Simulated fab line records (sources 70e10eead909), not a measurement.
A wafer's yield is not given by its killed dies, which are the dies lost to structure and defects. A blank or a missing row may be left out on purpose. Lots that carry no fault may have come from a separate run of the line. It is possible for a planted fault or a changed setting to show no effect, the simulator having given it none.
Matching of chambers | flow nand-harc | NHARC_P_M2_ETCH_35 on rie-diel-07 has 4 sister chambers
The step etches the open film in N2/H2, target depth 40 nm, overetch 12 nm, time 43.94 s. 24 wafers are shown with their chamber, then 12 later ones without.

== WAFERS, EACH WITH ITS CHAMBER ==
wafer  | chamber | rf-vpp-V (V) | oes-product-au (a.u.) | throttle-valve-pct (%)
L074.3 | 1       | 425.9        | 1.005                 | 14.160
L074.5 | 2       | 428.9        | 1.007                 | 14.184
L074.6 | 3       | 429.7        | 0.992                 | 14.172
L075.2 | 2       | 430.9        | 0.992                 | 14.192
L075.3 | 1       | 426.8        | 1.013                 | 14.167
L075.5 | 3       | 431.8        | 0.994                 | 14.173
L077.2 | 3       | 431.6        | 0.988                 | 14.164
L077.3 | 2       | 431.1        | 0.990                 | 14.171
L077.5 | 1       | 426.0        | 0.997                 | 14.184
L078.2 | 2       | 430.7        | 0.991                 | 14.182
L078.3 | 0       | 433.0        | 0.987                 | 14.183
L078.6 | 1       | 426.5        | 0.999                 | 14.167
L081.1 | 3       | 431.1        | 1.000                 | 14.184
L081.4 | 1       | 426.1        | 1.001                 | 14.181
L081.6 | 3       | 430.4        | 0.996                 | 14.172
L082.2 | 1       | 426.2        | 1.012                 | 14.165
L082.3 | 0       | 430.2        | 0.990                 | 14.163
L082.4 | 2       | 429.3        | 1.001                 | 14.172
L087.1 | 3       | 431.6        | 0.989                 | 14.185
L087.3 | 1       | 427.8        | 1.002                 | 14.170
L087.5 | 3       | 431.0        | 0.994                 | 14.163
L088.1 | 3       | 430.2        | 0.993                 | 14.179
L088.2 | 0       | 431.7        | 0.991                 | 14.165
L088.4 | 1       | 426.9        | 1.009                 | 14.162

SIGNATURES (averages over the wafers above)
reading            | chamber 0 | chamber 1 | chamber 2 | chamber 3 | scatter within a chamber
rf-vpp-V           | 431.633   | 426.525   | 430.180   | 430.925   | 0.86
oes-product-au     | 0.98933   | 1.00475   | 0.99620   | 0.99325   | 0.00542
throttle-valve-pct | 14.17033  | 14.16950  | 14.18020  | 14.17400  | 0.0088
Rule: a wafer's distance from a chamber is the root of the sum, over the readings, of the square of ((its reading less the chamber's mean) divided by the reading's scatter). The wafer belongs to the nearest chamber; if the next one is less than 2 further off, it can't be placed. The scatter: the root of (the sum of the squares of (reading less its chamber's mean) over the shown wafers, divided by (wafers less chambers)).

== WAFERS WHOSE CHAMBER IS MISSING ==
wafer  | rf-vpp-V (V) | oes-product-au (a.u.) | throttle-valve-pct (%)
L094.2 | 426.6        | 0.996                 | 14.157
L094.4 | 431.4        | 0.997                 | 14.169
L094.6 | 427.1        | 0.998                 | 14.175
L095.2 | 432.8        | 0.993                 | 14.165
L095.5 | 425.8        | 1.007                 | 14.164
L095.6 | 430.4        | 1.006                 | 14.177
L097.1 | 430.4        | 0.992                 | 14.185
L097.2 | 429.9        | 0.998                 | 14.169
L097.5 | 428.0        | 0.997                 | 14.170
L096.1 | 430.6        | 1.004                 | 14.177
L096.5 | 428.3        | 1.006                 | 14.163
L096.6 | 425.9        | 1.002                 | 14.161

== EACH ONE'S CHAMBER ==
wafer  | from the rows above          | in truth
L094.2 | 1                            | 1
L094.4 | can't be placed: 3 or 0 or 2 | 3
L094.6 | 1                            | 1
L095.2 | can't be placed: 0 or 3 or 2 | 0
L095.5 | 1                            | 1
L095.6 | can't be placed: 2 or 3 or 0 | 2
L097.1 | can't be placed: 2 or 3 or 0 | 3
L097.2 | can't be placed: 2 or 3 or 0 | 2
L097.5 | can't be placed: 1 or 2 or 3 | 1
L096.1 | can't be placed: 2 or 3 or 0 | 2
L096.5 | can't be placed: 1 or 2 or 3 | 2
L096.6 | 1                            | 1
Correctly placed: 4 of 12. From these rows, 8 cannot be placed; in 8 the true chamber is one of the candidates. Placed wrongly: 0.
